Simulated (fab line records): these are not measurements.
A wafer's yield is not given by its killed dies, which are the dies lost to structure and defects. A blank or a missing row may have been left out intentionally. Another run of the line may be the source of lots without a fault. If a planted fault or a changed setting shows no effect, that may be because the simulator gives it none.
Problem report in the 8D (eight disciplines) form, filled by code + flow nandHarc + the parts of the form that need people (team, actions taken, sign-off) are left out

## 1. THE ISSUE
Mean of runLengthS at NHARC_P_M1_ETCH_15: 101.0 s across 2 wafers in 2 lots; on wafers with no fault it is 112.3 s (standard deviation 0.53). Measured from the usual mean, that is -21 standard deviations.
The step: etches the open film in C4F8/Ar, target depth 182.5 nm, time 91.2 s.
Seen first at day 7 15:31 on rieDiel-11, wafer L912.5. At this step, 38 wafers from 13 lots have a number in the record. Rule for "out" (also "out of limits"): further than 4 standard deviations from the usual mean. Any other wafer with a number is counted as sound.

## 2. WHAT IT IS; WHAT IT IS NOT
| question                    | is               | is not                                                                                                         |
|-----------------------------|------------------|----------------------------------------------------------------------------------------------------------------|
| which readings at this step | runLengthS       | oesProductAu, rfVppV                                                                                           |
| which lots                  | L912, L915       | L906, L907, L908, L909, L921, L922, L924, L926, L927, L928, L929                                               |
| which wafers of those lots  | L912.5, L915.2   | L912.1, L912.6, L915.4                                                                                         |
| read on which tools         | rieDiel-11       | rieDiel-07, rieDiel-08                                                                                         |
| when                        | from day 7 15:31 | up to then (14 sound wafers); but 22 sound wafers of L915, L921, L922, L924, L926, L927, L928, L929 came after |

## 3. WHAT RULES OUT EACH SUSPECT
Counting: if a tool at a process step up to the reading ran every lot that is out, it stays a suspect. Sound lots after the first of them don't rule it out here, since some wafers of a struck lot are sound.
- pvdSputter-03 at NHARC_P_M0_PVD_20 (deposits TaN, target thk 5 nm, time 8.06 s): kept. Every lot that is out went through it, the first being L912 (day 7 15:14); the last sound lot it ran before that was L909 (day 6 17:46). NHARC_P_M0_PVD_20 gives no start for some lots, so the hours and the order of its lots are those of NHARC_P_M1_OVL_MEAS_10.
- rieDiel-11 at NHARC_P_M1_ETCH_15 (etches the open film in C4F8/Ar, target depth 182.5 nm, time 91.2 s): kept. Every lot that is out went through it, the first being L912 (day 7 15:31); the last sound lot it ran before that was L908 (day 6 20:58). Its own readings are out on those wafers: runLengthS.
Remaining after the count are pvdSputter-03 at NHARC_P_M0_PVD_20 and rieDiel-11 at NHARC_P_M1_ETCH_15.

## 4. THE CAUSE (what the simulator had put in)
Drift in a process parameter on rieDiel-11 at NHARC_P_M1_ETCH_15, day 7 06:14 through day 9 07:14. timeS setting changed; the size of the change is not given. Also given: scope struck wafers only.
After counting, 2 suspects remain, this tool included.

## 5. THE CHAIN OF EFFECTS, in route order
Each row: a reading whose mean over the struck wafers that have a number lies more than 3 standard deviations from the usual. Readings are gone through only where the record gives a usual standard deviation; hours: the median, over the lots, of the time from a lot's start at the first step in this table giving one to that lot's start at this step; sigmas: the change measured in usual standard deviations.
| hours | step               | reading    | usual   | on struck wafers | change | sigmas |
|-------|--------------------|------------|---------|------------------|--------|--------|
| 0     | NHARC_P_M1_ETCH_15 | runLengthS | 112.3 s | 101.0            | -11.3  | -21    |
Here are the process steps it includes:
- NHARC_P_M1_ETCH_15: etches the open film in C4F8/Ar, target depth 182.5 nm, time 91.2 s.
Later measuring or inspecting steps at which every struck wafer that the step has a row for has a number for every such reading, and none has moved that far: NHARC_P_M1_INSPECT_27.

## 6. HOW IT WOULD HAVE BEEN CAUGHT EARLIER
First out-of-limits reading in this record: day 7 15:31, which is 9 hours after fault onset at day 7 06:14.
